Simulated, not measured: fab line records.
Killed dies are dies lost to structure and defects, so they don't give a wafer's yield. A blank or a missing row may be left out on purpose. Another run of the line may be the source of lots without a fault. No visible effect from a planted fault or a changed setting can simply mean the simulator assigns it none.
fab line records	flow n5Finfet
[record] lots = 7	wafers = 21
route steps=1938 shown WELL_APT@25 PMOS_HMC_CHANNEL_EPI@63 FIN_SAQP@125 DUMMY_GATE@228
startH: hours from the record's first day to the start of the lot's first wafer shown	waitH: hours since the lot's step before	" unchanged from the row above	L1.1+2: a row that stands for several wafers	- no value present, or no start provided	* or withheld: withheld	< > ~ a bound
route shown NAME@n: a module of which the file shows steps, and the number in the route of the first	usual: mean/standard deviation of fault-free wafers	same: alike in all rows	chamber/n: place in a boat	sites: per-site readings	_std_site: standard deviation of those values	_edge_site: mean of outer sites minus mean of inner sites	radiusMm: for every site, how far away it sits from the centre of the wafer	mask NAME#n: copy n	behind: the last tool/chamber to shape the wafer	hold: reason for holding the lot/hours on hold/outcome of the hold	device: whichever transistor did not switch (one of n, p or np)	end of line: the tests these same wafers got at the end of their route	step lacking rows: just its recipe	killed: count of dies lost to structure and defects at first sort (not the wafer's yield)	map: a wafer's dies, x killed, . not, _ none there
set.NAME: setting as actually run; set.NAME@STEP: the setting as run at that earlier step	model.NAME: the simulator's own value behind a step, which no gauge read
lots with deliberately changed settings; one table per step, one row per wafer
[[steps]]
[step N5_WELL_APT_PEB_06]
[recipe] pebTempC = 130	pebTimeS = 90
lot.wafer	tool	chamber	startH	waitH	set.pebTimeS
L077.1+2	lithoTrack-05	0	31.57	0.1	90
L077.6	"	0	"	"	95.88
L080.1	lithoTrack-02	0	49.71	0.1	84.63
L080.3+4	"	0	"	"	90
L081.1+6	lithoTrack-05	0	55.69	0.1	95.81
L081.4	"	0	"	"	90
L086.1	lithoTrack-05	0	85.57	0.1	74.3
L086.3+5	"	0	"	"	90
L090.2	lithoTrack-02	0	109.44	0.0	83.1
L090.3+5	"	0	"	"	90
L092.2+4+6	lithoTrack-02	0	121.60	0.0	90
L096.1+2+6	lithoTrack-05	0	145.67	0.1	90
[step N5_WELL_APT_DEVELOP_07]
[recipe] developTimeS = 45	rinseLiquid = surfactantRinse	dry = airSpin	devTempC = 21
[step N5_WELL_APT_HARDBAKE_12]
[recipe] tempC = 130	timeS = 120
[step N5_WELL_APT_CD_MEAS_08]
[recipe] targetCdNm = 200	landingEnergyEv = 500	detector = seInlens
[usual] cdNm = 200.8/1.4
lot.wafer	tool	chamber	startH	waitH	set.pebTimeS@WELL_APT_PEB_06	cdNm
L077.1	cdSem-01	0	31.68	-	90	203.0
L077.2	"	0	"	"	90	199.8
L077.6	"	0	"	"	95.88	202.2
L080.1	cdSem-01	0	49.83	-	84.63	198.7
L080.3	"	0	"	"	90	201.5
L080.4	"	0	"	"	90	200.6
L081.1	cdSem-01	0	55.81	-	95.81	205.3
L081.4	"	0	"	"	90	202.3
L081.6	"	0	"	"	95.81	205.7
L086.1	cdSem-02	0	85.68	-	74.3	192.7
L086.3	"	0	"	"	90	200.9
L086.5	"	0	"	"	90	200.6
L090.2	cdSem-01	0	109.56	-	83.1	197.4
L090.3	"	0	"	"	90	200.1
L090.5	"	0	"	"	90	202.2
L092.2	cdSem-02	0	121.71	-	90	200.1
L092.4	"	0	"	"	90	201.3
L092.6	"	0	"	"	90	200.0
L096.1	cdSem-01	0	145.78	-	90	199.6
L096.2	"	0	"	"	90	200.9
L096.6	"	0	"	"	90	200.5
[step N5_WELL_APT_DESCUM_13]
[recipe] chemistry = O2	timeS = 7.9	sourcePowerW = 50	biasPowerW = 20	pressureMtorr = 20	rfFrequencyHz = 2.712e+07	tempC = 40	o2FlowSccm = 225
lot.wafer	tool	chamber	startH	waitH	set.timeS	set.pebTimeS@WELL_APT_PEB_06	model.WELL_APT.cdNm
L077.1	rieDiel-01	0	31.77	0.0	7.9	90	202.9
L077.2	"	3	"	"	7.9	90	199.8
L077.6	"	3	"	"	7.9	95.88	202.2
L080.1	rieDiel-06	3	50.20	0.3	7.9	84.63	198.7
L080.3	"	2	"	"	7.9	90	201.4
L080.4	"	1	"	"	7.9	90	200.5
L081.1	rieDiel-03	0	56.57	0.7	7.9	95.81	204.9
L081.4	"	2	"	"	6.982	90	202.2
L081.6	"	1	"	"	6.982	95.81	205.1
L086.1	rieDiel-06	3	85.77	0.0	7.9	74.3	192.9
L086.3	"	2	"	"	8.545	90	201.1
L086.5	"	1	"	"	8.545	90	200.9
L090.2	rieDiel-06	0	109.64	0.0	7.9	83.1	197.3
L090.3	"	3	"	"	7.366	90	200.1
L090.5	"	3	"	"	7.9	90	201.9
L092.2	rieDiel-01	2	122.06	0.3	7.9	90	200
L092.4	"	3	"	"	7.9	90	201.4
L092.6	"	0	"	"	7.9	90	200.1
L096.1	rieDiel-03	1	146.52	0.7	7.9	90	199.6
L096.2	"	3	"	"	7.9	90	200.9
L096.6	"	1	"	"	7.9	90	200.3
[step N5_PMOS_HMC_CHANNEL_EPI_PEB_07]
[recipe] pebTempC = 110	pebTimeS = 60	resist = CAR-ArF-block
lot.wafer	tool	chamber	startH	waitH	set.pebTempC
L077.1+2+6	lithoTrack-01	0	35.46	0.1	110
L080.1	lithoTrack-01	0	53.77	0.1	110
L080.3+4	"	0	"	"	112.4
L081.1+4	lithoTrack-05	0	60.03	0.1	110
L081.6	"	0	"	"	107.3
L086.1+3+5	lithoTrack-04	0	88.93	0.1	106.8
L090.2+3	lithoTrack-01	0	113.20	0.0	113.2
L090.5	"	0	"	"	110
L092.2+4+6	lithoTrack-04	0	125.19	0.0	110
L096.1+2+6	lithoTrack-04	0	150.44	0.1	110
[step N5_PMOS_HMC_CHANNEL_EPI_DEVELOP_08]
[recipe] developTimeS = 30	developer = TMAH	resist = CAR-ArF-block	devTempC = 23	rinseLiquid = diw	dry = airSpin
lot.wafer	tool	chamber	startH	waitH	set.developTimeS
L077.1+6	lithoTrack-01	0	-	-	30
L077.2	"	0	"	"	24.16
L080.1+4	lithoTrack-01	0	-	-	30
L080.3	"	0	"	"	23.27
L081.1+4+6	lithoTrack-05	0	-	-	30
L086.1+3+5	lithoTrack-04	0	-	-	30
L090.2	lithoTrack-01	0	-	-	30
L090.3+5	"	0	"	"	33.17
L092.2+4+6	lithoTrack-04	0	-	-	30
L096.1+2+6	lithoTrack-04	0	-	-	30
[step N5_PMOS_HMC_CHANNEL_EPI_CD_MEAS_09]
[recipe] targetCdNm = 237.4	landingEnergyEv = 500	detector = seInlens
[usual] cdNm = 237.6/0.87
lot.wafer	tool	chamber	startH	waitH	set.pebTempC@PMOS_HMC_CHANNEL_EPI_PEB_07	cdNm
L077.1	cdSem-01	0	35.53	-	110	236.7
L077.2	"	0	"	"	110	237.5
L077.6	"	0	"	"	110	236.9
L080.1	cdSem-01	0	53.84	-	110	236.7
L080.3	"	0	"	"	112.4	242.3
L080.4	"	0	"	"	112.4	243.6
L081.1	cdSem-02	0	60.10	-	110	237.9
L081.4	"	0	"	"	110	237.7
L081.6	"	0	"	"	107.3	229.5
L086.1	cdSem-02	0	89.00	-	106.8	228.8
L086.3	"	0	"	"	106.8	227.6
L086.5	"	0	"	"	106.8	227.2
L090.2	cdSem-02	0	113.27	-	113.2	248.8
L090.3	"	0	"	"	113.2	247.5
L090.5	"	0	"	"	110	239.3
L092.2	cdSem-02	0	125.26	-	110	238.2
L092.4	"	0	"	"	110	237.0
L092.6	"	0	"	"	110	238.5
L096.1	cdSem-01	0	150.51	-	110	237.4
L096.2	"	0	"	"	110	238.0
L096.6	"	0	"	"	110	238.0
[step N5_PMOS_HMC_CHANNEL_EPI_DESCUM_14]
[recipe] chemistry = O2	timeS = 7.9	sourcePowerW = 50	biasPowerW = 20	pressureMtorr = 20	rfFrequencyHz = 2.712e+07	tempC = 40	resist = CAR-ArF-block	o2FlowSccm = 225
lot.wafer	tool	chamber	startH	waitH	set.pebTempC@PMOS_HMC_CHANNEL_EPI_PEB_07	model.PMOS_HMC_CHANNEL_EPI.cdNm
L077.1	rieDiel-04	3	35.68	0.1	110	237
L077.2	"	2	"	"	110	237.4
L077.6	"	1	"	"	110	237.2
L080.1	rieDiel-04	0	54.11	0.2	110	237.2
L080.3	"	3	"	"	112.4	242.2
L080.4	"	1	"	"	112.4	243.8
L081.1	rieDiel-04	1	60.19	0.0	110	237.8
L081.4	"	3	"	"	110	237.7
L081.6	"	0	"	"	107.3	229.6
L086.1	rieDiel-04	0	89.16	0.1	106.8	228.9
L086.3	"	3	"	"	106.8	227.5
L086.5	"	2	"	"	106.8	227.2
L090.2	rieDiel-04	2	113.36	0.0	113.2	248.6
L090.3	"	3	"	"	113.2	247.2
L090.5	"	0	"	"	110	239.4
L092.2	rieDiel-04	2	125.50	0.2	110	238.2
L092.4	"	1	"	"	110	237
L092.6	"	1	"	"	110	238.5
L096.1	rieDiel-05	1	150.61	0.0	110	237.3
L096.2+6	"	2,0	"	"	110	238
[step N5_FIN_SAQP_SPACER1_ALD_24]
[recipe] material = SiO2	targetThkA = 203	tempC = 300	aldPrecursorFamily = BDEAS	aldCoReactant = O2-plasma	pulseTimeS = 1	purgeTimeS = 2	coReactantPurgeTimeS = 2	aldCycles = 218	pressureTorr = 2
lot.wafer	tool	chamber	startH	waitH	set.aldCycles	model.SiO2_of_FIN_SAQP_SPACER1_ALD_24.thkNm
L077.1+2+6	aldSin-02	0,1,1	47.62	0.3	218	20.4
L080.1	aldSin-02	2	62.52	0.3	218	20.6
L080.3	"	1	"	"	231	21.6
L080.4	"	0	"	"	218	20.4
L081.1+4	aldSin-01	3,2	66.05	0.3	196	18.2
L081.6	"	1	"	"	218	20.2
L086.1+3	aldSin-01	0,3	97.27	1.8	218	20.2
L086.5	"	0	"	"	253	23.6
L090.2+5	aldSin-01	3	118.87	0.3	249	23.2
L090.3	"	0	"	"	218	20.4
L092.2+6	aldSin-01	3	131.20	0.3	218	20.2
L092.4	"	1	"	"	251	23.4
L096.1+2+6	aldSin-01	1,2,2	156.25	0.3	218	20.4
[step N5_FIN_SAQP_SPACER1_ETCHBACK_25]
[recipe] chemistry = CHF3/O2	mode = anisotropicEtchback	target = SiO2	targetDepthA = 244	timeS = 12.2	pressureMtorr = 30	sourceW = 650	biasW = 170	Ar_flow_sccm = 200	CHF3_flow_sccm = 50	O2_flow_sccm = 5	ionEnergyEv = 200
[step N5_FIN_SAQP_MANDREL1_REMOVE_56]
[recipe] chemistry = HBr/Cl2/O2	btTimeS = 10	target = a-Si	stopOn = SiNx	endpoint = OES-SiCl	overEtchFrac = 1	icpW = 600	biasW = 22	HBr_flow_sccm = 150	Cl2_flow_sccm = 80	O2_flow_sccm = 5	pressureMtorr = 10
lot.wafer	tool	chamber	startH	waitH	set.aldCycles@FIN_SAQP_SPACER1_ALD_24	model.FIN_SAQP.cdNm
L077.1+6	rieSi-05	1,2	48.81	0.1	218	20.4
L077.2	"	3	"	"	218	20.2
L080.1	rieSi-05	0	63.32	0.1	218	20.6
L080.3	"	3	"	"	231	21.6
L080.4	"	1	"	"	218	20.4
L081.1+4	rieSi-05	1,3	66.89	0.1	196	18.2
L081.6	"	0	"	"	218	20.2
L086.1+3	rieSi-02	0,1	98.14	0.1	218	20.4
L086.5	"	2	"	"	253	23.8
L090.2	rieSi-05	3	119.67	0.1	249	23.2
L090.3	"	1	"	"	218	20.4
L090.5	"	3	"	"	249	23
L092.2+6	rieSi-05	0,2	132.01	0.1	218	20.4
L092.4	"	3	"	"	251	23.4
L096.1+2+6	rieSi-01	2,1,2	157.27	0.1	218	20.4
[step N5_FIN_SAQP_CD_MEAS_27]
[recipe] targetCdNm = 20	landingEnergyEv = 1000	detector = seInlens	polarity = line
[usual] cdNm = 20.31/0.22
lot.wafer	tool	chamber	startH	waitH	set.aldCycles@FIN_SAQP_SPACER1_ALD_24	cdNm
L077.1	cdSem-01	0	48.92	0.1	218	20.46
L077.2	"	0	"	"	218	20.36
L077.6	"	0	"	"	218	20.78
L080.1	cdSem-02	0	63.43	0.1	218	20.48
L080.3	"	0	"	"	231	21.68
L080.4	"	0	"	"	218	20.29
L081.1	cdSem-01	0	67.00	0.1	196	18.82
L081.4	"	0	"	"	196	18.20
L081.6	"	0	"	"	218	20.22
L086.1	cdSem-01	0	98.25	0.1	218	20.40
L086.3	"	0	"	"	218	20.36
L086.5	"	0	"	"	253	23.37
L090.2	cdSem-02	0	119.79	0.1	249	23.10
L090.3	"	0	"	"	218	20.70
L090.5	"	0	"	"	249	23.09
L092.2	cdSem-01	0	132.12	0.1	218	20.34
L092.4	"	0	"	"	251	23.33
L092.6	"	0	"	"	218	20.55
L096.1	cdSem-02	0	157.38	0.1	218	20.31
L096.2	"	0	"	"	218	20.46
L096.6	"	0	"	"	218	20.13
[step N5_FIN_SAQP_ETCH_69]
[recipe] chemistry = N2/H2	target = SOC	targetDepthA = 1500	stopOn = SiNx	ionEnergyEv = 100	biasW = 61	pressureMtorr = 30	sourceW = 850	n2FlowSccm = 200	h2FlowSccm = 200
lot.wafer	tool	chamber	startH	waitH	set.targetDepthA	model.SOC_of_FIN_SAQP_COAT_68.thkNm	model.etch.depthNm
L077.1	rieDiel-06	1	50.06	-	1500	3.2	55
L077.2	"	3	"	"	1500	2.2	55
L077.6	"	1	"	"	1500	2.8	55
L080.1	rieDiel-06	3	64.30	-	1500	1.4	55
L080.3	"	1	"	"	1500	1.6	55
L080.4	"	2	"	"	1500	4.2	55
L081.1	rieDiel-03	2	68.00	-	1500	5.2	54.91
L081.4	"	1	"	"	1500	8.6	52.85
L081.6	"	1	"	"	1500	8.4	53.09
L086.1	rieDiel-03	0	99.08	-	1322	15.6	48.99
L086.3	"	1	"	"	1500	6.2	54.4
L086.5	"	1	"	"	1500	5.4	54.76
L090.2	rieDiel-06	3	120.50	-	1423	7.6	53.67
L090.3	"	2	"	"	1500	4.6	55
L090.5	"	0	"	"	1423	10.2	51.86
L092.2	rieDiel-03	0	133.12	-	1500	6.4	54.28
L092.4	"	2	"	"	1500	4.6	55
L092.6	"	0	"	"	1346	15	49.3
L096.1	rieDiel-03	2	158.12	-	1500	5.6	54.72
L096.2	"	1	"	"	1500	6.6	54.08
L096.6	"	0	"	"	1500	5.8	54.44
[step N5_DUMMY_GATE_EXPOSE_12]
[recipe] maskId = GATE	na = 0.33	sourceShape = annular	sigmaInner = 0.2	sigmaOuter = 0.6	polarization = unpolarized	targetCdNm = 25	doseMj = 34
lot.wafer	tool	chamber	startH	waitH	mask	set.doseMj
L077.1+6	euvScanner-01	0	71.89	-	GATE#0	34
L077.2	"	0	"	"	GATE#0	34.7
L080.1	euvScanner-02	0	84.75	-	GATE#0	34
L080.3+4	"	0	"	"	GATE#0	36.26
L081.1+4+6	euvScanner-02	0	89.67	-	GATE#0	34
L086.1+5	euvScanner-02	0	119.57	-	GATE#0	34
L086.3	"	0	"	"	GATE#0	31.84
L090.2+3+5	euvScanner-01	0	141.48	-	GATE#0	34
L092.2	euvScanner-01	0	154.02	-	GATE#0	32.26
L092.4+6	"	0	"	"	GATE#0	34
L096.1+2+6	euvScanner-02	0	179.30	-	GATE#0	34
[step N5_DUMMY_GATE_PEB_13]
[recipe] pebTempC = 100	pebTimeS = 60	resist = CAR-EUV
[step N5_DUMMY_GATE_DEVELOP_14]
[recipe] developTimeS = 30	developer = TMAH	resist = CAR-EUV	rinseLiquid = surfactantRinse	dry = airSpin	devTempC = 23
[step N5_DUMMY_GATE_STRIP_38]
[recipe] chemistry = N2/H2	tempC = 40	n2FlowSccm = 200	h2FlowSccm = 200	rfFrequencyHz = 6e+07
[step N5_DUMMY_GATE_STRIP_39]
[recipe] chemistry = N2/H2	tempC = 40	n2FlowSccm = 200	h2FlowSccm = 200	rfFrequencyHz = 6e+07
[step N5_DUMMY_GATE_TRIM_49]
[recipe] chemistry = O2	resist = SOC	timeS = 29	targetCdNm = 14	sourcePowerW = 300	biasPowerW = 0	O2_flow_sccm = 100	tempC = 20
lot.wafer	tool	chamber	startH	waitH	set.doseMj@DUMMY_GATE_EXPOSE_12	model.DUMMY_GATE.cdNm
L077.1+6	rieSi-06	3,0	72.38	0.0	34	14
L077.2	"	1	"	"	34.7	13.6
L080.1	rieSi-06	0	85.23	0.0	34	14
L080.3	"	1	"	"	36.26	13.2
L080.4	"	3	"	"	36.26	12.8
L081.1+4	rieSi-04	2,3	90.18	0.0	34	14.2
L081.6	"	3	"	"	34	14
L086.1+5	rieSi-06	2	120.05	0.0	34	13.6
L086.3	"	3	"	"	31.84	15
L090.2	rieSi-06	0	142.04	0.0	34	14
L090.3+5	"	3,1	"	"	34	14.2
L092.2	rieSi-04	0	154.50	0.0	32.26	15
L092.4+6	"	2,0	"	"	34	14
L096.1+2+6	rieSi-04	1,2,0	179.78	0.0	34	14
[step N5_DUMMY_GATE_STRIP_40]
[recipe] chemistry = CF4	resist = SiARC	powerW = 300	biasPowerW = 75	pressureMtorr = 50	cf4FlowSccm = 150	rfFrequencyHz = 6e+07
[step N5_DUMMY_GATE_CD_MEAS_50]
[recipe] targetCdNm = 14
[usual] cdNm = 14.00/0.27
lot.wafer	tool	chamber	startH	waitH	set.doseMj@DUMMY_GATE_EXPOSE_12	cdNm
L077.1	cdSem-02	-	72.60	0.0	34	13.79
L077.2	"	-	"	"	34.7	14.01
L077.6	"	-	"	"	34	14.01
L080.1	cdSem-01	-	85.39	0.0	34	13.98
L080.3	"	-	"	"	36.26	13.40
L080.4	"	-	"	"	36.26	12.84
L081.1	cdSem-02	-	90.40	0.0	34	13.98
L081.4	"	-	"	"	34	14.26
L081.6	"	-	"	"	34	13.60
L086.1	cdSem-02	-	120.20	0.0	34	13.49
L086.3	"	-	"	"	31.84	15.10
L086.5	"	-	"	"	34	13.57
L090.2	cdSem-01	-	142.34	0.0	34	14.33
L090.3	"	-	"	"	34	13.89
L090.5	"	-	"	"	34	14.03
L092.2	cdSem-02	-	154.65	0.0	32.26	14.96
L092.4	"	-	"	"	34	13.65
L092.6	"	-	"	"	34	13.83
L096.1	cdSem-02	-	180.07	0.0	34	13.79
L096.2	"	-	"	"	34	13.99
L096.6	"	-	"	"	34	13.76
[step N5_DUMMY_GATE_ETCH_31]
[recipe] chemistry = C4F6/O2	target = SiO2	maskMaterial = SOC	targetDepthA = 825	timeS = 27.5	ionEnergyEv = 250	pressureMtorr = 30	sourceW = 345	biasW = 185	Ar_flow_sccm = 300	C4F6_flow_sccm = 10	O2_flow_sccm = 10
[step N5_DUMMY_GATE_STRIP_41]
[recipe] chemistry = O2	powerW = 400	tempC = 40	pressureMtorr = 30	rfFrequencyHz = 6e+07	biasPowerW = 0	overashFraction = 0.3	o2FlowSccm = 225
[step N5_DUMMY_GATE_ETCH_32]
[recipe] chemistry = CF4	target = SiO2	targetDepthA = 35	timeS = 3.9	ionEnergyEv = 350	pressureMtorr = 10	icpW = 800	biasW = 400	cf4FlowSccm = 80
[step N5_DUMMY_GATE_ETCH_23]
[recipe] chemistry = HBr/Cl2/O2	HBr_flow_sccm = 150	Cl2_flow_sccm = 80	O2_flow_sccm = 12	biasW = 102	targetDepthA = 410	timeS = 22.3	target = poly-Si	maskMaterial = SiO2	pressureMtorr = 10	icpW = 800
[step N5_DUMMY_GATE_ETCH_44]
[recipe] chemistry = HBr/O2	overEtchFrac = 0.7	targetDepthA = 1275	stopOn = SiO2	ionEnergyEv = 60	biasW = 20	target = poly-Si	maskMaterial = SiO2	pressureMtorr = 20	icpW = 400	HBr_flow_sccm = 120	O2_flow_sccm = 10
lot.wafer	tool	chamber	startH	waitH	set.doseMj@DUMMY_GATE_EXPOSE_12	model.DUMMY_GATE.cdNm
L077.1	rieSi-06	2	72.99	0.0	34	15
L077.2	"	1	"	"	34.7	14.6
L077.6	"	3	"	"	34	14.8
L080.1	rieSi-04	1	85.80	0.0	34	15.2
L080.3	"	3	"	"	36.26	14.4
L080.4	"	0	"	"	36.26	13.8
L081.1+4	rieSi-03	3,2	90.80	0.0	34	15.2
L081.6	"	3	"	"	34	15
L086.1	rieSi-03	2	120.58	0.0	34	14.6
L086.3	"	3	"	"	31.84	16.2
L086.5	"	2	"	"	34	14.8
L090.2+3	rieSi-04	1,3	142.72	0.0	34	15
L090.5	"	2	"	"	34	15.2
L092.2	rieSi-03	2	155.03	0.0	32.26	15.8
L092.4+6	"	0,1	"	"	34	14.8
L096.1	rieSi-06	1	180.52	0.0	34	15
L096.2+6	"	0,2	"	"	34	14.8
[step N5_DUMMY_GATE_CD_MEAS_24]
[recipe] targetCdNm = 15
[usual] cdNm = 15.02/0.3
lot.wafer	tool	chamber	startH	waitH	set.doseMj@DUMMY_GATE_EXPOSE_12	cdNm
L077.1	cdSem-01	-	73.10	0.1	34	14.83
L077.2	"	-	"	"	34.7	14.51
L077.6	"	-	"	"	34	14.52
L080.1	cdSem-02	-	85.91	0.1	34	15.19
L080.3	"	-	"	"	36.26	14.35
L080.4	"	-	"	"	36.26	13.62
L081.1	cdSem-01	-	90.91	0.1	34	15.22
L081.4	"	-	"	"	34	15.17
L081.6	"	-	"	"	34	15.12
L086.1	cdSem-01	-	120.69	0.1	34	14.66
L086.3	"	-	"	"	31.84	16.22
L086.5	"	-	"	"	34	14.69
L090.2	cdSem-02	-	142.83	0.1	34	14.98
L090.3	"	-	"	"	34	14.86
L090.5	"	-	"	"	34	15.36
L092.2	cdSem-01	-	155.14	0.1	32.26	15.66
L092.4	"	-	"	"	34	14.89
L092.6	"	-	"	"	34	14.69
L096.1	cdSem-02	-	180.63	0.1	34	15.05
L096.2	"	-	"	"	34	14.78
L096.6	"	-	"	"	34	15.09
[[key]]
[split] step = N5_WELL_APT_PEB_06	setting = pebTimeS	stated = 90	by = wafer
[response] step = N5_WELL_APT_CD_MEAS_08	reading = cdNm	change = +0.434	per = 1%	r = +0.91
[response] step = N5_WELL_APT_DESCUM_13	reading = model.WELL_APT.cdNm	change = +0.427	per = 1%	r = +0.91
[split] step = N5_WELL_APT_DESCUM_13	setting = timeS	stated = 7.9	by = wafer
response none clear
[split] step = N5_PMOS_HMC_CHANNEL_EPI_PEB_07	setting = pebTempC	stated = 110	by = wafer
[response] step = N5_PMOS_HMC_CHANNEL_EPI_CD_MEAS_09	reading = cdNm	change = +3.11	per = 1%	r = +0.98
[response] step = N5_PMOS_HMC_CHANNEL_EPI_DESCUM_14	reading = model.PMOS_HMC_CHANNEL_EPI.cdNm	change = +2.97	per = 1%	r = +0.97
[split] step = N5_PMOS_HMC_CHANNEL_EPI_DEVELOP_08	setting = developTimeS	stated = 30	by = wafer
response none clear
[split] step = N5_FIN_SAQP_SPACER1_ALD_24	setting = aldCycles	stated = 218	by = wafer
[response] step = N5_FIN_SAQP_SPACER1_ALD_24	reading = model.SiO2_of_FIN_SAQP_SPACER1_ALD_24.thkNm	change = +0.205	per = 1%	r = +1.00
[response] step = N5_FIN_SAQP_MANDREL1_REMOVE_56	reading = model.FIN_SAQP.cdNm	change = +0.2	per = 1%	r = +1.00
[response] step = N5_FIN_SAQP_CD_MEAS_27	reading = cdNm	change = +0.182	per = 1%	r = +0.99
[split] step = N5_FIN_SAQP_ETCH_69	setting = targetDepthA	stated = 1500	by = wafer
[response] step = N5_FIN_SAQP_ETCH_69	reading = model.SOC_of_FIN_SAQP_COAT_68.thkNm	change = -0.865	per = 1%	r = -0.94
[response] step = N5_FIN_SAQP_ETCH_69	reading = model.etch.depthNm	change = +0.487	per = 1%	r = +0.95
[split] step = N5_DUMMY_GATE_EXPOSE_12	setting = doseMj	stated = 34	by = wafer
[response] step = N5_DUMMY_GATE_TRIM_49	reading = model.DUMMY_GATE.cdNm	change = -0.187	per = 1%	r = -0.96
[response] step = N5_DUMMY_GATE_CD_MEAS_50	reading = cdNm	change = -0.189	per = 1%	r = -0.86
[response] step = N5_DUMMY_GATE_ETCH_44	reading = model.DUMMY_GATE.cdNm	change = -0.196	per = 1%	r = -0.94
[response] step = N5_DUMMY_GATE_CD_MEAS_24	reading = cdNm	change = -0.197	per = 1%	r = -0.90
